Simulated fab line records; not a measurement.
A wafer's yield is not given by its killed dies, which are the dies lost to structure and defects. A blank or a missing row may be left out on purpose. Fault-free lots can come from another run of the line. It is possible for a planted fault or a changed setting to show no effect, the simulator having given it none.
Chamber matching    flow n5Finfet    N5_HKMG_FIN_ETCH_31 on rieDiel-06: 4 sister chambers
The step etches SiARC in CF4, target depth 45.5 nm, time 75.8 s. 14 wafers are shown with their chamber, then 7 later ones without.

WAFERS, EACH WITH ITS CHAMBER
wafer   chamber  drypumpMotorCurrentA (A)  showerheadPlenumPTorr (Torr)  throttleValvePct (%)
L075.3  3        6.6                       2.22                          15.83
L075.4  1        5.1                       2.12                          15.62
L075.6  3        6.7                       2.22                          15.82
L076.1  1        5.1                       2.12                          15.65
L076.3  3        6.6                       2.22                          15.84
L076.5  3        6.6                       2.22                          15.83
L081.3  2        6.4                       2.05                          16.21
L081.4  0        5.0                       2.27                          15.23
L081.5  3        6.7                       2.21                          15.84
L087.1  0        5.0                       2.27                          15.25
L087.4  3        6.6                       2.21                          15.89
L087.5  1        5.1                       2.11                          15.70
L090.2  1        5.1                       2.11                          15.71
L090.4  1        5.1                       2.11                          15.71

SIGNATURES (averages over the wafers above)
reading                chamber 0  chamber 1  chamber 2  chamber 3  scatter within a chamber
drypumpMotorCurrentA   5.000      5.100      6.400      6.633      0.0365
showerheadPlenumPTorr  2.2700     2.1140     2.0500     2.2167     0.00503
throttleValvePct       15.2400    15.6780    16.2100    15.8417    0.0316
Rule: a wafer's distance from a chamber is the root of the sum, over the readings, of the square of ((its reading less the chamber's mean) divided by the reading's scatter). The wafer belongs to the nearest chamber; if the next one is less than 2 further off, it can't be placed. How the scatter is found: for the shown wafers, subtract from each reading the mean of its chamber, square and add these, divide the total by (wafers less chambers), then take the root.

WAFERS MISSING THEIR CHAMBER
wafer   drypumpMotorCurrentA (A)  showerheadPlenumPTorr (Torr)  throttleValvePct (%)
L090.5  5.0                       2.27                          15.25
L092.4  5.0                       2.27                          15.26
L092.5  6.6                       2.20                          15.90
L092.6  5.1                       2.11                          15.71
L093.1  6.6                       2.20                          15.91
L093.2  5.1                       2.11                          15.72
L093.6  5.1                       2.11                          15.72

WHICH CHAMBER EACH ONE RAN IN
wafer   from the rows above  in truth
L090.5  0                    0
L092.4  0                    0
L092.5  3                    3
L092.6  1                    1
L093.1  3                    3
L093.2  1                    1
L093.6  1                    1
Correctly placed: 7 of 7. From these rows, 0 cannot be placed. Placed wrongly: 0.
